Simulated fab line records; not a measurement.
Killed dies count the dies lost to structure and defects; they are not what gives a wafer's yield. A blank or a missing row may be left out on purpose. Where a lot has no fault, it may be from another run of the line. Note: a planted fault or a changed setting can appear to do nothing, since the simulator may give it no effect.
fab line records	flow n5-finfet
[record] lots = 8	wafers = 24	last-day = 17
route steps=1938 shown MOL_CONTACT_COAG@584 BEOL_M4@1111 PASSIVATION@1936
lots with no fault: from the same line, run without faults
start-h: hours from the record's opening day to when the first of the lot's shown wafers began	wait-h: how many hours have passed since the lot's step before this one	" the same as in the row above	L1.1+2: several wafers, shown together as one row	- no value, or no start given	* or withheld: withheld	< > ~ a bound
route shown NAME@n: a module of which the file shows steps, and the number in the route of the first	usual: the fault-free wafers' mean and standard deviation	same: alike in all rows	chamber/n: place in a boat	sites: per-site readings	_std_site: their standard deviation	_edge_site: outer sites' mean less inner sites'	radius-mm: for every site, how far away it sits from the centre of the wafer	mask NAME#n: copy n	behind: the tool/chamber that last shaped the wafer	hold: why the lot went on hold/how many hours it stayed there/how the hold came to an end	device: the transistor (n, p or np) that didn't switch	end of line: the tests these same wafers got at the end of their route	a step with no rows: only its recipe	killed: not the wafer's yield, but the dies lost to structure and defects at the first sort	map: per-die view of a wafer (x killed, . not killed, _ where there is no die)
set.NAME: setting as actually run; set.NAME@STEP: the setting as run at that earlier step	model.NAME: the simulator's own value behind a step, which no gauge read
a sample of lots followed through the steps of the route, with each step as a table and each wafer as a row
services: when a tool's chamber went out of use (start-h, in hours from the record's first day, below 0 if earlier), for how many hours, and the reason
[[steps]]
[step N5_MOL_CONTACT_COAG_ETCHBACK_135]
[recipe] chemistry = CHF3	target = SiO2	target-depth-a = 250	time-s = 16.7	ion-energy-ev = 200	pressure-mtorr = 30	source-w = 610	bias-w = 170	Ar_flow_sccm = 200	CHF3_flow_sccm = 50
[usual] CHF3_flow_sccm = 50.00/0.15	drypump-motor-current-A = 5.9/0.41	oes-product-au = 0.79/0.082	rf-vpp-V = 525/11	showerhead-plenum-p-Torr = 2.36/0.072	throttle-valve-pct = 18.69/0.18
[same] time-s = 16.7
lot.wafer	tool	chamber	start-h	wait-h	CHF3_flow_sccm	drypump-motor-current-A	oes-product-au	rf-hours-counter-h	rf-vpp-V	showerhead-plenum-p-Torr	throttle-valve-pct
L458.1	rie-diel-04	2	104.20	0.0	50.19	6.1	0.74	196	534	2.35	18.74
L458.4	"	2	"	"	50.19	6.1	0.73	-	535	2.35	18.73
L458.6	"	0	"	"	50.00	5.8	0.69	-	516	2.26	18.71
L461.2	rie-diel-04	0	127.21	0.0	49.99	5.8	0.69	245	516	2.26	18.73
L461.3	"	1	"	"	49.67	6.3	0.84	66	514	2.32	18.30
L461.6	"	2	"	"	50.03	6.1	0.73	-	534	2.35	18.74
L467.2	rie-diel-02	0	155.13	0.0	50.05	6.3	0.85	70	522	2.32	18.63
L467.3	"	2	"	"	49.91	5.9	0.73	159	525	2.47	18.63
L467.5	"	2	"	"	49.94	5.9	0.73	-	523	2.47	18.64
L468.3	rie-diel-02	1	165.04	0.0	50.23	6.0	0.69	207	523	2.37	18.64
L468.4	"	3	"	"	49.89	5.5	0.94	4	537	2.45	18.81
L468.5	"	1	"	"	50.14	6.0	0.69	-	522	2.37	18.64
L470.2	rie-diel-04	0	183.96	0.0	49.95	5.8	0.94	8	524	2.54	18.34
L470.3	"	1	"	"	49.74	6.3	0.82	88	516	2.31	18.33
L470.5	"	3	"	"	50.04	5.1	0.89	-	541	2.42	18.75
L476.1	rie-diel-03	0	210.06	0.0	50.21	6.0	0.74	136	531	2.28	18.63
L476.3	"	3	"	"	50.00	5.9	0.71	195	534	2.27	18.99
L476.5	"	2	"	"	49.90	5.7	0.77	-	509	2.39	18.67
L479.2	rie-diel-03	3	232.57	0.0	49.80	5.9	0.69	204	534	2.27	18.98
L479.4	"	1	"	"	50.01	6.6	0.69	245	513	2.34	18.94
L479.6	"	1	"	"	50.07	6.6	0.70	-	513	2.34	18.93
L480.3	rie-diel-02	3	237.80	0.0	50.16	5.5	0.87	31	537	2.44	18.86
L480.5	"	0	"	"	49.88	6.3	0.83	-	523	2.31	18.67
L480.6	"	3	"	"	49.90	5.5	0.87	-	536	2.44	18.83
[step N5_MOL_CONTACT_COAG_ETCH_66]
[recipe] chemistry = CF4	target = SiARC	target-depth-a = 130	mask-material = CAR-EUV	time-s = 21.7	ion-energy-ev = 80	pressure-mtorr = 40	source-w = 545	bias-w = 36	Ar_flow_sccm = 100	cf4-flow-sccm = 100	ends = cleared
[usual] drypump-motor-current-A = 6.0/0.37	etch-rf-on-time-s = 21.9/0.47	oes-product-au = 0.66/0.069	rf-vpp-V = 183.8/1.2	showerhead-plenum-p-Torr = 2.13/0.064	throttle-valve-pct = 15.58/0.21
lot.wafer	tool	chamber	start-h	wait-h	drypump-motor-current-A	etch-rf-on-time-s	oes-product-au	rf-hours-counter-h	rf-vpp-V	showerhead-plenum-p-Torr	throttle-valve-pct
L458.1	rie-diel-02	3	105.08	0.0	5.5	22.4	0.57	242	184.2	2.20	16.00
L458.4	"	1	"	"	6.0	21.6	0.61	184	184.5	2.14	15.54
L458.6	"	3	"	"	5.5	22.3	0.57	-	183.6	2.20	16.00
L461.2	rie-diel-02	3	128.20	0.0	5.5	22.5	0.56	249	185.2	2.19	16.01
L461.3	"	2	"	"	5.9	22.5	0.63	148	184.7	2.21	15.45
L461.6	"	3	"	"	5.5	22.6	0.56	-	183.2	2.19	16.02
L467.2	rie-diel-02	0	156.13	0.0	6.3	25.1	0.67	70	183.4	2.08	15.48
L467.3	"	1	"	"	6.0	22.0	0.59	204	183.3	2.14	15.58
L467.5	"	1	"	"	6.1	21.9	0.60	-	184.2	2.14	15.59
L468.3	rie-diel-02	3	166.03	0.0	5.5	22.2	0.79	4	183.6	2.19	15.54
L468.4	"	1	"	"	6.0	25.5	0.55	207	184.0	2.14	15.61
L468.5	"	3	"	"	5.5	22.0	0.80	-	184.4	2.19	15.53
L470.2	rie-diel-03	1	184.95	0.0	6.6	21.8	0.61	228	184.1	2.11	15.86
L470.3	"	0	"	"	6.0	22.1	0.65	127	183.1	2.05	15.54
L470.5	"	3	"	"	5.9	22.1	0.61	-	181.8	2.04	15.85
L476.1	rie-diel-03	2	211.35	0.0	5.7	20.7	0.67	140	184.2	2.14	15.52
L476.3	"	3	"	"	5.9	22.2	0.60	195	181.3	2.04	15.85
L476.5	"	3	"	"	5.9	22.2	0.60	-	181.8	2.04	15.86
L479.2	rie-diel-03	1	233.56	0.0	6.6	21.8	0.60	245	185.4	2.11	15.89
L479.4	"	0	"	"	6.0	21.9	0.63	145	182.4	2.05	15.57
L479.6	"	0	"	"	6.0	22.0	0.63	-	184.1	2.05	15.57
L480.3	rie-diel-04	3	238.88	0.0	5.1	21.6	0.73	49	184.5	2.18	15.67
L480.5	"	3	"	"	5.1	21.6	0.73	-	183.8	2.18	15.67
L480.6	"	0	"	"	5.7	21.4	0.77	-	185.4	2.28	15.26
[step N5_MOL_CONTACT_COAG_ALD_133]
[recipe] material = SiO2	target-thk-a = 50	temp-c = 100	ald-precursor-family = BDEAS	ald-co-reactant = O2-plasma	pulse-time-s = 1	co-reactant-pulse-time-s = 1	purge-time-s = 2	co-reactant-purge-time-s = 2	ald-cycles = 35	pressure-torr = 2
[usual] heater-power-outer-w = 42/6.9	heater-power-w = 80/13	precursor-pulse-height-rel = 0.999/0.019
[same] pulse-time-s = 1
lot.wafer	tool	chamber	start-h	wait-h	heater-power-outer-w	heater-power-w	precursor-pulse-height-rel	since-wet-clean-h
L458.1	ald-sin-01	1	105.60	0.5	37	72	1.014	203
L458.4	"	0	"	"	55	101	0.966	203
L458.6	"	3	"	"	38	67	1.015	-
L461.2	ald-sin-04	1	128.28	0.1	38	74	0.983	120
L461.3	"	0	"	"	55	104	0.985	120
L461.6	"	0	"	"	54	105	1.007	-
L467.2	ald-sin-04	0	156.21	0.1	57	104	1.008	148
L467.3	"	3	"	"	37	68	0.983	148
L467.5	"	1	"	"	37	76	1.017	-
L468.3	ald-sin-04	2	166.27	0.2	39	74	0.973	158
L468.4	"	3	"	"	36	69	0.977	158
L468.5	"	0	"	"	55	109	1.003	-
L470.2	ald-sin-03	0	185.03	0.1	38	72	1.022	86
L470.3	"	1	"	"	49	90	1.002	86
L470.5	"	1	"	"	48	95	0.970	-
L476.1	ald-sin-04	1	211.43	0.1	38	74	1.004	203
L476.3	"	0	"	"	54	105	0.971	203
L476.5	"	3	"	"	35	69	1.007	-
L479.2	ald-sin-04	1	233.64	0.1	38	75	0.981	225
L479.4	"	2	"	"	39	73	1.000	225
L479.6	"	2	"	"	38	70	1.006	-
L480.3	ald-sin-03	2	239.98	1.1	38	79	0.977	141
L480.5	"	0	"	"	39	73	0.994	-
L480.6	"	3	"	"	38	67	1.031	-
[step N5_MOL_CONTACT_COAG_STRIP_72]
[recipe] chemistry = N2/H2	power-w = 450	temp-c = 40	pressure-mtorr = 20	rf-frequency-hz = 6e+07	overash-fraction = 3	bias-power-w = 7	h2-frac = 0.5	n2-flow-sccm = 200	h2-flow-sccm = 200
[usual] drypump-motor-current-A = 5.9/0.39	h2-flow-sccm = 200.0/0.65	oes-product-au = 0.78/0.082	power-w = 449.9/1.4	rf-vpp-V = 59.0/2.1	showerhead-plenum-p-Torr = 2.52/0.082	throttle-valve-pct = 23.64/0.29
lot.wafer	tool	chamber	start-h	wait-h	drypump-motor-current-A	h2-flow-sccm	oes-product-au	power-w	rf-hours-counter-h	rf-vpp-V	showerhead-plenum-p-Torr	throttle-valve-pct
L458.1	rie-diel-02	3	106.06	0.0	5.5	199.8	0.68	451.8	242	57.8	2.61	23.95
L458.4	"	1	"	"	6.0	200.0	0.71	447.9	184	56.7	2.52	23.35
L458.6	"	1	"	"	6.0	200.1	0.71	449.4	-	61.2	2.52	23.36
L461.2	rie-diel-04	0	128.74	0.0	5.8	200.2	0.69	451.3	245	59.4	2.39	23.70
L461.3	"	1	"	"	6.3	199.6	0.85	449.8	67	61.2	2.47	23.06
L461.6	"	0	"	"	5.8	199.8	0.68	450.8	-	57.0	2.39	23.70
L467.2	rie-diel-02	3	156.67	0.0	5.5	200.4	0.95	450.1	1	59.0	2.60	23.62
L467.3	"	1	"	"	6.1	201.2	0.69	448.7	204	58.9	2.51	23.39
L467.5	"	3	"	"	5.5	199.0	0.97	448.5	-	61.3	2.60	23.66
L468.3	rie-diel-03	3	166.74	0.0	5.9	199.5	0.72	450.4	179	57.1	2.41	23.83
L468.4	"	2	"	"	5.7	200.1	0.79	451.6	124	63.3	2.56	23.57
L468.5	"	3	"	"	5.9	199.8	0.72	451.5	-	59.8	2.41	23.82
L470.2	rie-diel-02	0	185.48	0.0	6.4	200.4	0.83	451.0	80	58.4	2.45	23.56
L470.3	"	1	"	"	6.0	201.2	0.66	448.1	214	59.0	2.51	23.42
L470.5	"	0	"	"	6.3	200.4	0.84	450.9	-	63.9	2.45	23.58
L476.1	rie-diel-04	2	212.00	0.0	6.1	199.8	0.71	449.8	234	61.3	2.51	23.95
L476.3	"	3	"	"	5.1	200.8	0.85	447.6	41	56.1	2.60	24.14
L476.5	"	0	"	"	5.8	200.2	0.92	448.8	-	61.9	2.70	23.39
L479.2	rie-diel-02	0	234.21	0.0	6.3	198.8	0.82	450.1	94	61.4	2.45	23.59
L479.4	"	3	"	"	5.5	201.3	0.87	449.0	30	60.9	2.59	23.69
L479.6	"	3	"	"	5.5	199.7	0.89	451.5	-	58.9	2.59	23.67
L480.3	rie-diel-04	0	240.44	0.0	5.7	200.0	0.88	450.0	28	60.4	2.70	23.38
L480.5	"	3	"	"	5.1	200.0	0.87	448.5	-	58.7	2.59	24.09
L480.6	"	0	"	"	5.8	199.4	0.88	450.5	-	54.6	2.70	23.38
[step N5_BEOL_M4_RC_MEAS_101]
[usual] DIBL_N = 37.2/1.9	DIBL_P = 37.3/2.2	IOFF_N = 0.18/0.038	IOFF_P = 0.22/0.039	ION_N = 678/11	ION_P = 462/6.9	SS_N = 71.8/0.68	SS_P = 73.5/0.65	VT_N = 249/3.4	VT_P = -250/3.2
lot.wafer	tool	chamber	start-h	wait-h	DIBL_N[mV/V]	DIBL_P[mV/V]	IOFF_N[nA/um]	IOFF_P[nA/um]	ION_N[uA/um]	ION_P[uA/um]	SS_N[mV/dec]	SS_P[mV/dec]	VT_N[mV]	VT_P[mV]
L458.1	prober-02	0	179.31	0.0	35.0	34.6	0.13	0.15	660	449	71.1	72.9	250	-255
L458.4	"	0	"	"	38.2	37.9	0.20	0.20	669	449	71.7	72.7	247	-252
L458.6	"	0	"	"	34.7	35.4	0.14	0.17	677	458	71.3	73.3	250	-252
L461.2	prober-01	0	193.07	0.2	40.0	41.2	0.26	0.27	691	465	73.4	74.2	246	-250
L461.3	"	0	"	"	39.1	40.7	0.24	0.27	691	464	72.2	73.8	245	-249
L461.6	"	0	"	"	39.4	40.5	0.25	0.26	693	459	71.5	74.7	247	-249
L467.2	prober-02	0	224.24	0.2	39.2	39.2	0.21	0.23	699	465	71.7	73.5	245	-249
L467.3	"	0	"	"	37.5	37.9	0.18	0.21	675	460	71.3	73.6	246	-250
L467.5	"	0	"	"	38.4	38.4	0.19	0.23	681	456	72.1	73.5	246	-252
L468.3	prober-01	0	246.02	0.3	38.0	38.1	0.18	0.26	671	472	71.6	73.5	247	-246
L468.4	"	0	"	"	33.4	33.2	0.11	0.19	660	463	70.6	72.5	254	-251
L468.5	"	0	"	"	35.4	34.7	0.14	0.20	677	464	70.8	72.5	252	-247
L470.2	prober-02	0	276.81	0.2	35.6	36.8	0.16	0.22	680	468	70.9	74.1	248	-249
L470.3	"	0	"	"	37.1	37.6	0.16	0.22	672	462	71.2	74.2	251	-251
L470.5	"	0	"	"	35.7	36.7	0.15	0.20	670	461	71.6	73.6	254	-253
L476.1	prober-01	0	291.84	0.0	37.6	35.7	0.16	0.21	677	463	71.9	73.2	249	-249
L476.3	"	0	"	"	37.7	35.5	0.17	0.21	670	457	72.4	73.9	247	-250
L476.5	"	0	"	"	37.3	36.3	0.16	0.24	677	464	72.1	73.7	248	-250
L479.2	prober-01	0	301.36	0.2	37.2	40.0	0.18	0.22	668	452	72.0	74.4	250	-251
L479.4	"	0	"	"	37.0	39.2	0.17	0.20	673	461	72.1	73.6	250	-255
L479.6	"	0	"	"	35.9	37.1	0.14	0.17	655	445	72.4	73.8	254	-255
L480.3	prober-02	0	310.43	0.3	35.6	36.9	0.16	0.19	669	460	71.8	73.2	251	-253
L480.5	"	0	"	"	33.3	32.9	0.11	0.15	655	453	71.8	73.2	257	-255
L480.6	"	0	"	"	37.0	37.7	0.18	0.22	678	459	72.6	73.6	248	-250
[step N5_PASSIVATION_PROBE_49]
[usual] defect-limited-yield = 91.2/1.6	killed_at_M0_to_M3 = 31/10	killed_at_M4_up = 14/4.4	killed-at-contacts = 13/6	killed-at-front-end = 43/13	killed-at-other = 3.5/2.6	killed-dies = 104/18	killed-open = 68/14	killed-short = 34/8.1	sort_bin_5_function = 5.1/1.1	sort_bin_6_memory = 3.3/0.68	sort-n-pass = 1076/18	sort-yield-pct = 91.2/1.6
[same] gross-dies = 1180	killed-at-back-side = 0	sort_bin_4_leakage[%] = 0	sort_bin_8_speed[%] = 0
lot.wafer	tool	chamber	start-h	wait-h	defect-limited-yield[%]	killed_at_M0_to_M3	killed_at_M4_up	killed-at-contacts	killed-at-front-end	killed-at-other	killed-dies	killed-open	killed-short	sort_bin_5_function[%]	sort_bin_6_memory[%]	sort-n-pass	sort-yield-pct[%]
L458.1	prober-02	-	284.49	0.0	92.7	24	8	11	42	1	86	55	31	4.0	3.1	1094	92.7
L458.4	prober-02	-	284.64	0.2	91.9	36	8	18	27	6	95	61	34	5.1	2.7	1085	91.9
L458.6	prober-02	-	284.74	0.3	93.3	23	11	13	32	0	79	57	22	3.4	3.1	1101	93.3
L461.2	prober-01	-	289.07	0.1	91.0	24	23	15	42	2	106	66	40	5.5	3.1	1074	91.0
L461.3	prober-01	-	289.12	0.1	89.7	32	21	18	50	1	122	73	49	6.0	3.9	1058	89.7
L461.6	prober-01	-	289.27	0.3	89.9	36	13	13	55	2	119	71	47	5.7	3.9	1061	89.9
L467.2	prober-02	-	330.88	0.1	91.3	36	13	11	34	9	103	62	41	5.0	3.4	1077	91.3
L467.3	prober-02	-	330.93	0.1	89.7	36	20	10	51	4	121	82	38	6.0	3.5	1059	89.7
L467.5	prober-02	-	331.03	0.2	91.4	40	14	0	38	9	101	61	39	5.4	2.9	1079	91.4
L468.3	prober-01	-	345.02	0.1	90.6	36	18	13	35	9	111	73	38	5.6	3.4	1069	90.6
L468.4	prober-01	-	345.07	0.2	91.9	21	17	14	39	4	95	58	37	4.2	3.6	1085	91.9
L468.5	prober-01	-	345.12	0.2	90.4	37	18	13	42	3	113	81	32	5.4	4.0	1067	90.4
L470.2	prober-01	-	379.97	0.1	93.1	28	16	5	30	3	82	52	29	4.0	2.8	1098	93.1
L470.3	prober-01	-	380.02	0.1	92.6	33	18	8	26	2	87	65	19	4.1	3.1	1093	92.6
L470.5	prober-01	-	380.12	0.2	92.5	14	17	15	41	2	89	69	17	4.2	3.3	1091	92.5
L476.1	prober-01	-	400.99	0.0	89.9	24	12	23	59	1	119	76	36	5.8	3.6	1061	89.9
L476.3	prober-01	-	401.09	0.1	92.4	37	13	8	30	2	90	59	30	4.7	2.5	1090	92.4
L476.5	prober-01	-	401.19	0.2	91.9	6	7	8	74	1	96	52	38	4.2	3.3	1084	91.9
L479.2	prober-01	-	413.81	0.1	89.4	44	11	8	60	2	125	86	38	6.3	4.1	1055	89.4
L479.4	prober-01	-	413.91	0.2	91.3	38	11	15	39	0	103	74	26	5.3	3.2	1077	91.3
L479.6	prober-01	-	414.01	0.3	91.1	37	9	10	49	0	105	71	33	4.4	3.9	1075	91.1
L480.3	prober-01	-	419.55	0.1	91.4	19	19	14	43	7	102	64	31	4.7	3.1	1078	91.4
L480.5	prober-01	-	419.65	0.2	90.6	16	21	13	56	5	111	77	29	5.6	3.4	1069	90.6
L480.6	prober-01	-	419.70	0.3	91.1	43	20	7	31	4	105	74	28	5.1	3.5	1075	91.1
// killed by level:class
L458.1 FIN_SAQP:geometric-particle:open=16 FIN_SAQP:geometric-particle:short=9 MOL_CONTACT_COAG:geometric-particle:open=7 BEOL_M0_SAQP:geometric-particle:short=5 GATE_CUT:geometric-particle:short=4 GATE_CUT:geometric-particle:open=4 MOL_CONTACT_COAG:geometric-particle:short=4 BEOL_M0:geometric-particle:open=4
L458.4 MOL_CONTACT_COAG:geometric-particle:open=12 FIN_SAQP:geometric-particle:open=6 FIN_SAQP:geometric-particle:short=6 MOL_CONTACT_COAG:geometric-particle:short=6 BEOL_M3:geometric-particle:open=6 BEOL_M1:geometric-particle:open=6 BEOL_M0_SAQP:geometric-particle:open=5 BEOL_M0:geometric-particle:open=5
L458.6 FIN_SAQP:geometric-particle:open=16 MOL_CONTACT_COAG:geometric-particle:open=13 BEOL_M4:geometric-particle:open=7 FIN_SAQP:geometric-particle:short=6 BEOL_M1:geometric-particle:open=6 BEOL_M0:geometric-particle:open=5 BEOL_M0_SAQP:geometric-particle:short=4 BEOL_M3:geometric-particle:open=4
L461.2 MOL_CONTACT_COAG:geometric-particle:open=10 FIN_SAQP:geometric-particle:open=8 STI_FIN_REVEAL:geometric-particle:open=7 BEOL_M1:geometric-particle:open=7 BEOL_M4:geometric-particle:open=6 STI_FIN_REVEAL:geometric-particle:short=5 MOL_CONTACT_COAG:geometric-particle:short=5 BEOL_M0_SAQP:geometric-particle:short=5
L461.3 MOL_CONTACT_COAG:geometric-particle:open=16 FIN_SAQP:geometric-particle:short=13 BEOL_M0_SAQP:geometric-particle:short=11 FIN_SAQP:geometric-particle:open=9 STI_FIN_REVEAL:geometric-particle:open=9 BEOL_M0_SAQP:geometric-particle:open=8 BEOL_M1:geometric-particle:open=6 BEOL_M4:geometric-particle:open=6
L461.6 STI_FIN_REVEAL:geometric-particle:open=14 FIN_SAQP:geometric-particle:open=11 FIN_SAQP:geometric-particle:short=11 BEOL_M0_SAQP:geometric-particle:short=10 MOL_CONTACT_COAG:geometric-particle:open=9 BEOL_M2:geometric-particle:open=7 BEOL_M0_SAQP:geometric-particle:open=5 BEOL_M1:geometric-particle:open=5
L467.2 FIN_SAQP:geometric-particle:open=12 BEOL_M0_SAQP:geometric-particle:short=10 MOL_CONTACT_COAG:geometric-particle:open=8 BEOL_M1:geometric-particle:open=7 BEOL_M0_SAQP:geometric-particle:open=6 FIN_SAQP:geometric-particle:short=5 BEOL_M1:geometric-particle:short=5 BEOL_M4:geometric-particle:short=4
L467.3 FIN_SAQP:geometric-particle:open=17 BEOL_M0_SAQP:geometric-particle:short=12 BEOL_M0_SAQP:geometric-particle:open=12 MOL_CONTACT_COAG:geometric-particle:open=8 STI_FIN_REVEAL:geometric-particle:open=7 GATE_CUT:geometric-particle:short=6 BEOL_M3:geometric-particle:open=5 BEOL_M5:geometric-particle:open=4
L467.5 BEOL_M0_SAQP:geometric-particle:open=10 STI_FIN_REVEAL:geometric-particle:open=9 BEOL_M0_SAQP:geometric-particle:short=9 FIN_SAQP:geometric-particle:short=6 BEOL_M3:geometric-particle:open=6 BEOL_M4:geometric-particle:short=6 FIN_SAQP:geometric-particle:open=5 BEOL_M1:geometric-particle:open=5
L468.3 MOL_CONTACT_COAG:geometric-particle:open=11 BEOL_M4:geometric-particle:open=10 BEOL_M2:geometric-particle:open=10 FIN_SAQP:geometric-particle:short=7 FIN_SAQP:geometric-particle:open=6 STI_FIN_REVEAL:geometric-particle:open=6 BEOL_M1:geometric-particle:open=6 PASS1_CAP:geometric-particle:short=5
L468.4 BEOL_M4:geometric-particle:open=11 MOL_CONTACT_COAG:geometric-particle:open=10 FIN_SAQP:geometric-particle:short=9 BEOL_M2:geometric-particle:short=8 FIN_SAQP:geometric-particle:open=6 STARTING-WAFER:geometric-particle:short=6 STI_FIN_REVEAL:geometric-particle:open=5 MOL_CONTACT_COAG:geometric-particle:short=4
L468.5 MOL_CONTACT_COAG:geometric-particle:open=13 FIN_SAQP:geometric-particle:short=12 FIN_SAQP:geometric-particle:open=11 BEOL_M1:geometric-particle:open=11 BEOL_M4:geometric-particle:open=9 STI_FIN_REVEAL:geometric-particle:open=6 BEOL_M0_SAQP:geometric-particle:open=6 BEOL_M2:geometric-particle:open=5
L470.2 BEOL_M4:geometric-particle:open=8 BEOL_M0_SAQP:geometric-particle:short=7 FIN_SAQP:geometric-particle:open=6 BEOL_M2:geometric-particle:open=6 MOL_CONTACT_COAG:geometric-particle:open=5 BEOL_M1:geometric-particle:short=5 ILD0:geometric-particle:open=4 GATE_CUT:geometric-particle:open=4
L470.3 BEOL_M1:geometric-particle:open=8 BEOL_M2:geometric-particle:open=8 BEOL_M4:geometric-particle:open=8 MOL_CONTACT_COAG:geometric-particle:open=7 BEOL_M3:geometric-particle:open=7 FIN_SAQP:geometric-particle:open=6 BEOL_M0_SAQP:geometric-particle:open=5 STARTING-WAFER:geometric-particle:open=5
L470.5 MOL_CONTACT_COAG:geometric-particle:open=15 STI_FIN_REVEAL:geometric-particle:open=11 FIN_SAQP:geometric-particle:open=8 BEOL_M4:geometric-particle:open=8 BEOL_M2:geometric-particle:open=4 BEOL_M3:geometric-particle:open=4 FIN_SAQP:geometric-particle:short=3 DUMMY_GATE:geometric-particle:short=3
L476.1 MOL_CONTACT_COAG:geometric-particle:open=19 FIN_SAQP:geometric-particle:short=17 FIN_SAQP:geometric-particle:open=11 BEOL_M2:geometric-particle:open=9 GATE_CUT:geometric-particle:short=8 BEOL_M0:geometric-particle:open=6 HKMG_FIN:area-etch=6 STI_FIN_REVEAL:geometric-particle:open=5
L476.3 BEOL_M0_SAQP:geometric-particle:open=10 BEOL_M0_SAQP:geometric-particle:short=8 FIN_SAQP:geometric-particle:short=7 MOL_CONTACT_COAG:geometric-particle:open=7 FIN_SAQP:geometric-particle:open=6 BEOL_M3:geometric-particle:open=6 BEOL_M2:geometric-particle:open=5 BEOL_M4:geometric-particle:open=5
L476.5 FIN_SAQP:geometric-particle:short=21 STI_FIN_REVEAL:geometric-particle:open=21 MOL_CONTACT_COAG:geometric-particle:open=8 FIN_SAQP:geometric-particle:open=7 HKMG_FIN:area-etch=6 STARTING-WAFER:geometric-particle:open=5 GATE_CUT:geometric-particle:short=4 STI_FIN_REVEAL:geometric-particle:short=3
L479.2 FIN_SAQP:geometric-particle:open=16 STI_FIN_REVEAL:geometric-particle:open=16 BEOL_M2:geometric-particle:open=16 FIN_SAQP:geometric-particle:short=8 MOL_CONTACT_COAG:geometric-particle:open=7 BEOL_M1:geometric-particle:open=7 BEOL_M1:geometric-particle:short=7 BEOL_M2:geometric-particle:short=6
L479.4 BEOL_M1:geometric-particle:open=15 MOL_CONTACT_COAG:geometric-particle:open=14 BEOL_M2:geometric-particle:open=9 FIN_SAQP:geometric-particle:open=8 BEOL_M4:geometric-particle:open=5 STI_FIN_REVEAL:geometric-particle:open=5 DUMMY_GATE:geometric-particle:open=4 STARTING-WAFER:geometric-particle:short=4
L479.6 STI_FIN_REVEAL:geometric-particle:open=14 DUMMY_GATE:geometric-particle:open=12 BEOL_M0_SAQP:geometric-particle:open=10 MOL_CONTACT_COAG:geometric-particle:open=7 BEOL_M1:geometric-particle:open=7 BEOL_M2:geometric-particle:open=6 BEOL_M0_SAQP:geometric-particle:short=5 BEOL_M3:geometric-particle:open=5
L480.3 FIN_SAQP:geometric-particle:open=10 STI_FIN_REVEAL:geometric-particle:open=10 BEOL_M4:geometric-particle:open=10 MOL_CONTACT_COAG:geometric-particle:open=8 MOL_CONTACT_COAG:geometric-particle:short=6 HKMG_FIN:area-etch=5 FIN_SAQP:geometric-particle:short=4 BEOL_M3:geometric-particle:open=4
L480.5 STI_FIN_REVEAL:geometric-particle:open=17 MOL_CONTACT_COAG:geometric-particle:open=12 BEOL_M4:geometric-particle:open=8 FIN_SAQP:geometric-particle:open=5 FIN_SAQP:geometric-particle:short=5 STI_FIN_REVEAL:geometric-particle:short=5 GATE_CUT:geometric-particle:open=5 BEOL_M3:geometric-particle:open=4
L480.6 STI_FIN_REVEAL:geometric-particle:open=11 BEOL_M1:geometric-particle:open=11 BEOL_M3:geometric-particle:open=10 MOL_CONTACT_COAG:geometric-particle:open=6 BEOL_M1:geometric-particle:short=5 BEOL_M2:geometric-particle:open=5 DUMMY_GATE:geometric-particle:open=4 BEOL_M7:geometric-particle:open=4
[[services]]
tool	chamber	start-h	hours	kind
ald-sin-03	-	85.37	14.0	pm
ald-sin-03	0	85.37	14.0	vent-cycle
ald-sin-03	1	85.37	14.0	vent-cycle
ald-sin-03	2	85.37	14.0	vent-cycle
ald-sin-03	3	85.37	14.0	vent-cycle
rie-diel-04	3	99.28	11.7	repair
ald-sin-03	0	99.37	-	clean
ald-sin-03	1	99.37	-	clean
ald-sin-03	2	99.37	-	clean
ald-sin-03	3	99.37	-	clean
rie-diel-02	3	130.61	-	clean
rie-diel-02	3	130.61	-	consumable-replace:focus-ring
rie-diel-04	0	144.21	-	clean
rie-diel-04	0	144.21	-	consumable-replace:focus-ring
rie-diel-04	0	144.21	-	consumable-replace:showerhead
rie-diel-04	0	144.21	16.1	scheduled-down
rie-diel-04	0	144.21	16.1	vent-cycle
rie-diel-02	1	186.80	2.4	repair
rie-diel-02	0	218.61	13.5	repair
rie-diel-04	3	229.55	4.3	repair
ald-sin-04	-	232.47	0.3	repair
ald-sin-03	3	232.52	6.7	repair
[[key]]
[first-sign] step = N5_MOL_CONTACT_COAG_ETCH_66	reading = etch-rf-on-time-s	direction = up	sigmas = 7.2	usual = *	struck = *
effect none on later readings
met-at N5_MOL_CONTACT_COAG_ETCH_66
struck-lots L467,L468
struck-wafers L467.2,L468.4
not-acting-at N5_MOL_CONTACT_COAG_ETCHBACK_135,N5_MOL_CONTACT_COAG_ALD_133,N5_MOL_CONTACT_COAG_STRIP_72
onset-between 128.20 156.13
[fault] kind = process-parameter-drift	tool = rie-diel-02	chamber = -	onset-h = 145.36	steps = N5_MOL_CONTACT_COAG_ETCH_66	channel = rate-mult	offset = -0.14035	shape = step	end-h = 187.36	scope = struck-wafers-only
